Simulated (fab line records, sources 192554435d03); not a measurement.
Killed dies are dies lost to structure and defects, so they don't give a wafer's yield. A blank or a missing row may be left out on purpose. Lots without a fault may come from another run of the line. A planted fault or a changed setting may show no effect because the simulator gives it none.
Split-lot experiment | flow n5_finfet | 7 lots, 21 wafers read, on a route of 1938 steps

THE SPLIT
At N5_ZERO_LAYER_EXPOSE_08 (exposes mask ZERO, defocus 0 nm, target cd 2000 nm), the setting dose_mj was moved away from the recipe's 16.2 on 5 of the 21 wafers read, by -6.0% to +6.7%. The other wafers ran this setting at the recipe's value.

FROM THE SPLIT TO THE READING: what the file shows between them, 2 steps
- N5_ZERO_LAYER_DEVELOP_10: develop time 60 s (also split here: develop_time_s)
- N5_ZERO_LAYER_HARDBAKE_23: time 120 s

THE READING
cd_nm, in nm, at N5_ZERO_LAYER_CD_MEAS_11 (target cd 2000 nm). Fault-free wafers of this fab line usually give 2000.1 nm, standard deviation 1.7 nm.

wafer  | tool, chamber at the split | dose_mj as run | against the recipe | cd_nm, nm | against lot-mates on the recipe
L074.1 | krf_scanner-02, 0          | 17.29          | +6.7%              | 2013.4    | +15.6
L074.3 | krf_scanner-02, 0          | 16.2           | recipe             | 1997.8    | -
L074.4 | krf_scanner-02, 0          | 17.29          | +6.7%              | 2011.6    | +13.8
L079.1 | krf_scanner-01, 0          | 16.2           | recipe             | 2001.9    | -
L079.2 | krf_scanner-01, 0          | 15.23          | -6.0%              | 1985.4    | -14.9
L079.5 | krf_scanner-01, 0          | 16.2           | recipe             | 1998.8    | -
L084.3 | krf_scanner-02, 0          | 16.2           | recipe             | 2000.3    | -
L084.4 | krf_scanner-02, 0          | 16.2           | recipe             | 1998.5    | -
L084.6 | krf_scanner-02, 0          | 16.81          | +3.8%              | 2004.2    | +4.8
L087.2 | krf_scanner-01, 0          | 16.2           | recipe             | 1999.4    | -
L087.4 | krf_scanner-01, 0          | 16.2           | recipe             | 2002.8    | -
L087.6 | krf_scanner-01, 0          | 16.2           | recipe             | 1999.8    | -
L088.2 | krf_scanner-02, 0          | 16.2           | recipe             | 1997.0    | -
L088.5 | krf_scanner-02, 0          | 16.2           | recipe             | 1999.7    | -
L088.6 | krf_scanner-02, 0          | 15.42          | -4.8%              | 1987.4    | -10.9
L089.1 | krf_scanner-02, 0          | 16.2           | recipe             | 1999.6    | -
L089.2 | krf_scanner-02, 0          | 16.2           | recipe             | 2001.5    | -
L089.6 | krf_scanner-02, 0          | 16.2           | recipe             | 2000.0    | -
L091.3 | krf_scanner-02, 0          | 16.2           | recipe             | 1999.9    | -
L091.4 | krf_scanner-02, 0          | 16.2           | recipe             | 2000.4    | -
L091.6 | krf_scanner-02, 0          | 16.2           | recipe             | 2005.1    | -

THE FIT
A straight line over all 21 wafers: cd_nm changes by +2.04 nm for each +1% of dose_mj; r = +0.94; the points scatter about the line by 2.1 nm.
The same after taking each lot's own level away (the mean of its wafers on the recipe; 21 wafers): +2.2 nm for each +1%; r = +0.97; scatter 1.6 nm.
On that fit, the largest move of dose_mj shifts the reading by 15 nm.
The lots' own levels span 1997.80 to 2001.80 nm, that is 2.4 times the standard deviation above.
So the lot-to-lot level changes the slope little: the two slopes agree.
Check: with one of the wafers moved furthest among these (+6.7%) left out of the fit, the line predicts +14 nm for it against its lot-mates. It came out at +15.6 nm against them.

OTHER SPLITS ON THESE WAFERS
These wafers also went through other splits before the reading. Each is held against what the fit with the lots' levels taken away leaves over:
other split on the same wafers          | wafers away from the commonest value | r with cd_nm (lot level and that fit taken away)
N5_ZERO_LAYER_DEVELOP_10 develop_time_s | 6                                    | +0.34

THE WHOLE CHAIN: every reading that the file lists as answering this split, in the file's order
step                     | what it does                                        | reading                                                           | change (the file's fit)              | r (the file's)
N5_ZERO_LAYER_CD_MEAS_11 | target cd 2000 nm                                   | cd_nm                                                             | +2.19 nm for each +1% of the setting | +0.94
N5_ZERO_LAYER_DESCUM_16  | chemistry O2, time 7.9 s                            | ZERO_LAYER.cd_nm (the simulator's own value, which no gauge read) | +2.26 nm for each +1% of the setting | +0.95
N5_ZERO_LAYER_ETCH_17    | etches SiO2 in CF4, target depth 12 nm, time 13.3 s | ZERO_LAYER.cd_nm (the simulator's own value, which no gauge read) | +2.22 nm for each +1% of the setting | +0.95

THE FILE'S OWN FIT
cd_nm changes by +2.19 nm for each +1% of dose_mj, r = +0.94.
